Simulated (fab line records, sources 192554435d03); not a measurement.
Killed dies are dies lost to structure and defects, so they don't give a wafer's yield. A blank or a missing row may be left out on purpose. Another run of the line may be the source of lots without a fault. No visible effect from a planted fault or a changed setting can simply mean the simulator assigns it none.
A lot that was struck, set against a sound lot / flow n5 finfet / 30 out of 1938 route steps
Sound: wafers L396.2, L396.4, L396.5. Wafers L399.1, L399.2, L399.4 were the ones struck. Last of all comes the cause.
Each step with rows lists, per side, the tool, then ch with its chambers, then its first start. Under that, the readings that differ: sound wafers / struck wafers / difference of the means / sigmas: that difference in standard deviations of wafers without a fault.
alike: readings whose means differ by less than 2 such deviations, and words and numbers that are the same on both sides. not compared: withheld readings, readings that some wafer has no value for, bounds like >300 that may hide the same value, and numbers for which the record gives no deviation and whose values overlap.
The two part at a step that has a row with sigmas, a row that says differs or no value, or rows on one side only. When numbers do not overlap yet have no deviation, they are printed without sigmas and do not part them. Lack of a reading on every wafer of one side parts them only where that side has two or more wafers.

first, 9 steps without rows for these wafers: N5_BEOL_M1_DESCUM_16 (chemistry O2, time 7 s); N5_BEOL_M1_ETCH_74 (etches underlayer in N2/H2, target depth 6.5 nm, time 5.2 s); N5_BEOL_M1_ETCH_63 (etches SiARC in CF4, target depth 15.6 nm, time 26 s); N5_BEOL_M1_ETCH_64 (etches SOC in N2/H2, target depth 75 nm, overetch 15 nm, time 112.5 s); N5_BEOL_M1_STRIP_65 (strips in N2/H2); N5_BEOL_M1_STRIP_75 (strips in N2/H2); N5_BEOL_M1_STRIP_66 (strips in CF4); N5_BEOL_M1_HM_OPEN_17 (chemistry Cl2/BCl3, target TiN, target depth 20 nm, overetch 6 nm); N5_BEOL_M1_STRIP_19 (strips in O2).
N5_BEOL_M1_COAT_67: time 60 s, resist thk 60 nm.
  sound on litho track-03 ch 0, day 9 01:42; struck on litho track-03 ch 0, day 9 18:04
reading=spin speed rpm (rpm); sound=1499.3 1498.9 1499.4; struck=1440.1 1440.5 1439.7; difference=-59.1; sigmas=-62
reading=model.SOC_of_BEOL_M1_COAT_67.thk nm (nm); sound=59.8 59.8 59.8; struck=61.2 61.2 61; difference=+1.3; sigmas=
then, 13 steps without rows for these wafers: N5_BEOL_M1_COAT_68 (time 60 s, resist thk 12 nm); N5_BEOL_M1_COAT_76 (time 60 s, resist thk 5 nm); N5_BEOL_M1_COAT_22 (resist thk 30 nm); N5_BEOL_M1_EBR_24; N5_BEOL_M1_SOFTBAKE_23 (time 60 s); N5_BEOL_M1_EXPOSE_25 (exposes mask V0, defocus 5 nm, target cd 24 nm); N5_BEOL_M1_PEB_26 (peb time 60 s); N5_BEOL_M1_DEVELOP_27 (develop time 30 s); N5_BEOL_M1_DESCUM_33 (chemistry O2, time 7 s); N5_BEOL_M1_ETCH_77 (etches underlayer in N2/H2, target depth 6.5 nm, time 5.2 s); N5_BEOL_M1_ETCH_69 (etches SiARC in CF4, target depth 15.6 nm, time 26 s); N5_BEOL_M1_ALD_98 (deposits SiO2, target thk 2.5 nm, pulse time 1 s, co reactant pulse time 1 s); N5_BEOL_M1_ETCHBACK_99 (etches SiO2 in CHF3, target depth 5 nm, time 10.4 s).
N5_BEOL_M1_ETCH_70: etches SOC in N2/H2, target depth 80 nm, overetch 16 nm, time 120 s.
  sound on rie diel-01 ch 2,3, day 9 22:19; struck on rie diel-01 ch 0,1,2, day 10 20:04
reading=model.etch.depth nm (nm); sound=59.75 59.81 59.88; struck=61.21 61.22 61.08; difference=+1.36; sigmas=
  alike: drypump motor current A, h2 flow sccm, oes product au, rf vpp V, showerhead plenum p Torr, throttle valve pct
  not compared: rf hours counter h
then, 2 steps without rows for these wafers: N5_BEOL_M1_STRIP_71 (strips in N2/H2); N5_BEOL_M1_STRIP_78 (strips in N2/H2).
N5_BEOL_M1_VIA_ETCH_34: etches the open film in C4F6/O2, target depth 67.8 nm, time 64.4 s.
  sound on rie diel-01 ch 2,3, day 9 22:26; struck on rie diel-01 ch 0,1,2, day 10 20:10
reading=model.SOC_of_BEOL_M1_COAT_67.thk nm (nm); sound=52.2 52.2 51.8; struck=53 53.2 53; difference=+1; sigmas=
  alike: drypump motor current A, oes product au, rf vpp V, showerhead plenum p Torr, throttle valve pct
  not compared: rf hours counter h
then, 1 step without rows for these wafers: N5_BEOL_M1_STRIP_83 (strips in C4F6/O2).
-- record jumps: 3 days separate the struck wafers' starts on either side; left off in module BEOL_M1, taken up again in module BEOL_M4, whose first shown step is the route's number 1111 --
N5_BEOL_M4_RC_MEAS_101:
  sound on prober-02 ch 0, day 12 23:09; struck on prober-02 ch 0, day 13 12:16
  alike: DIBL_N, DIBL_P, IOFF_N, IOFF_P, ION_N, ION_P, SS_N, SS_P, VT_N, VT_P
N5_PASSIVATION_PROBE_49:
  rows exist in the record for the sound wafers here (prober-01, day 17 13:04), none for the struck ones

## WHERE THEY PART
At N5_BEOL_M1_COAT_67 first; at N5_PASSIVATION_PROBE_49 last (within this record only).

WHY: whatever the simulator had introduced
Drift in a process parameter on litho track-03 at N5_BEOL_M1_COAT_67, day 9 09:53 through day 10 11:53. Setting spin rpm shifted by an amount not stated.
